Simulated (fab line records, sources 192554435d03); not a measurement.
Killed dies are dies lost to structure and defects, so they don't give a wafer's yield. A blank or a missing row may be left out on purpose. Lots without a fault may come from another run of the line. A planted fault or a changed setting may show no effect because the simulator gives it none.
A struck lot beside a sound one | flow n5_finfet | 27 steps out of a route of 1938
Sound: wafers L622.1, L622.2, L622.6. Struck: wafer L628.5. (L628.2, L628.6 of the same lot were not struck and are left out.) The cause comes at the end.
At each step with rows: each side's tool, then ch and its chambers, then its first start. Under that, the readings that differ: sound wafers | struck wafers | difference of the means | sigmas: that difference in standard deviations of wafers without a fault.
alike: readings whose means differ by less than 2 such deviations, and words and numbers that are the same on both sides. not compared: withheld readings, readings that some wafer has no value for, bounds like >300 that may hide the same value, and numbers for which the record gives no deviation and whose values overlap.
The two part at a step that has a row with sigmas, a row that says differs or no value, or rows on one side only. Numbers that don't overlap but have no deviation are shown without sigmas and don't part them. A reading that every wafer of one side lacks parts them only if that side has two wafers or more.

N5_ILD0_LINER_00: material SiNx, target thk 4 nm, pulse time 1 s, purge time 2 s.
  sound on ald_sin-02 ch 0,3, day 3 16:23; struck on ald_sin-02 ch 2, day 5 04:16
  alike: heater_power_w, precursor_pulse_height_rel
then, 2 steps without rows for these wafers: N5_ILD0_FCVD_FILL_01 (material SiO2 flowable, target thk 200 nm, time 328.3 s); N5_ILD0_CURE_02 (time 1800 s).
N5_ILD0_CMP_03: polishes, stops on SiNx, t overpolish 1.9 s, target thk 197.38 nm.
  sound on cmp-01 ch 0,3, day 3 18:46; struck on cmp-02 ch 2, day 5 06:44
  reading                | sound          | struck | difference | sigmas
  time_to_endpoint_s (s) | 69.2 71.8 66.9 | 76.1   | +6.8       | +2
  alike: motor_current_A, overpolish_run_s
N5_ILD0_THK_MEAS_04:
  sound on film_metro-02, day 3 19:04; struck on film_metro-02, day 5 06:57
  reading     | sound             | struck | difference | sigmas
  thk_nm (nm) | 197.4 197.4 196.6 | 199.0  | +1.9       | +2
then, 1 step without rows for these wafers: N5_ILD0_CMP_07 (polishes SiO2 flowable, stops on poly-Si, t overpolish 1.18 s, target thk 138.88 nm).
N5_ILD0_THK_MEAS_08:
  sound on film_metro-01, day 3 19:23; struck on film_metro-02, day 5 07:16
  alike: thk_nm
then, 1 step without rows for these wafers: N5_ILD0_PRECLEAN_10 (cleans in NF3:NH3, afs cycles 5, time 20 s, sublimation time 60 s).
N5_ILD0_ALD_15: deposits SiNx, target thk 24 nm, pulse time 1 s, ald cycles 480.
  sound on ald_sin-03 ch 1,2,3, day 3 20:19; struck on ald_sin-03 ch 1, day 5 09:04
  alike: heater_power_w, precursor_pulse_height_rel
N5_ILD0_CMP_12: polishes SiNx, stops on poly-Si, t overpolish 6 s, target thk 17.67 nm.
  sound on cmp-01 ch 1,2, day 3 22:31; struck on cmp-04 ch 2, day 5 10:24
  reading             | sound         | struck | difference | sigmas
  motor_current_A (A) | 10.4 9.5 11.5 | 8.9    | -1.6       | -2
  alike: overpolish_run_s, time_to_endpoint_s
N5_ILD0_THK_MEAS_13:
  sound on film_metro-02, day 3 22:49; struck on film_metro-01, day 5 10:37
  alike: thk_nm
N5_ILD0_INSPECT_06: inspects for defects (darkfield).
  sound on defect_inspect-01, day 3 22:50; struck on defect_inspect-01, day 5 10:39
  alike: raw_defect_count
N5_SDB_HM_DEP_00: deposits SiNx from SiH4/NH3/N2, target thk 40 nm, time 35.3 s.
  sound on pecvd-01 ch 0,1,2, day 3 22:53; struck on pecvd-04 ch 0, day 5 10:41
  alike: heater_power_w, showerhead_plenum_p_Torr, throttle_valve_pct
then, 8 steps without rows for these wafers: N5_SDB_COAT_03 (time 60 s, resist thk 100 nm); N5_SDB_COAT_04 (time 60 s, resist thk 18 nm); N5_SDB_COAT_05 (resist thk 90 nm); N5_SDB_EBR_07; N5_SDB_SOFTBAKE_06 (time 60 s); N5_SDB_EXPOSE_08 (exposes mask SDB); N5_SDB_PEB_09 (peb time 60 s); N5_SDB_DEVELOP_10 (develop time 30 s).
N5_SDB_CD_MEAS_11: target cd 50 nm.
  sound on cd_sem-03 ch 0, day 3 23:12; struck on cd_sem-01 ch 0, day 5 11:08
  alike: cd_nm
N5_SDB_OVL_MEAS_12:
  sound on overlay-02 ch 0, day 3 23:14; struck on overlay-01 ch 0, day 5 11:10
  alike: SDB_OVL
N5_SDB_INSPECT_13: inspects for defects (brightfield).
  sound on defect_inspect-01, day 3 23:16; struck on defect_inspect-02, day 5 11:11
  reading          | sound     | struck | difference | sigmas
  raw_defect_count | 59 125 51 | 511    | +433       | +12
N5_SDB_DESCUM_16: chemistry O2, time 7.9 s.
  sound on rie_diel-06 ch 2,3, day 3 23:17; struck on rie_diel-05 ch 2, day 5 11:13
  alike: drypump_motor_current_A, oes_product_au, rf_vpp_V, showerhead_plenum_p_Torr, throttle_valve_pct
  not compared: rf_hours_counter_h
-- the record jumps here: 4 days lie between the struck wafers' starts before and after (it left off in module SDB and takes up again in module BEOL_M4, whose first step shown is number 1111 of the route) --
N5_BEOL_M4_RC_MEAS_101:
  sound on prober-02 ch 0, day 8 03:54; struck on prober-01 ch 0, day 9 10:31
  alike: DIBL_N, DIBL_P, IOFF_N, IOFF_P, ION_N, ION_P, SS_N, SS_P, VT_N, VT_P
-- the record jumps here: 4 days lie between the struck wafers' starts before and after (it left off in module BEOL_M4 and takes up again in module PASSIVATION, whose first step shown is number 1936 of the route) --
N5_PASSIVATION_PROBE_49:
  sound on prober-01, day 12 04:58; struck on prober-01, day 13 11:43
  reading                  | sound          | struck | difference | sigmas
  defect_limited_yield (%) | 92.4 93.2 92.2 | 81.4   | -11.2      | -7
  killed_at_front_end      | 19 22 28       | 141    | +118       | +10
  killed_dies              | 90 80 92       | 220    | +133       | +8
  sort_bin_5_function (%)  | 4.8 3.8 4.8    | 12.8   | +8.3       | +9
  sort_bin_6_memory (%)    | 2.5 2.7 2.7    | 4.3    | +1.7       | +3
  sort_n_pass              | 1090 1100 1088 | 960    | -133       | -8
  sort_yield_pct (%)       | 92.4 93.2 92.2 | 81.4   | -11.2      | -7
  alike: killed_at_M0_to_M3, killed_at_M4_up, killed_at_contacts, killed_at_other, killed_open, killed_short

WHERE THEY PART
First at N5_ILD0_CMP_03; last, within this record, at N5_PASSIVATION_PROBE_49.

WHY: what the simulator had put in
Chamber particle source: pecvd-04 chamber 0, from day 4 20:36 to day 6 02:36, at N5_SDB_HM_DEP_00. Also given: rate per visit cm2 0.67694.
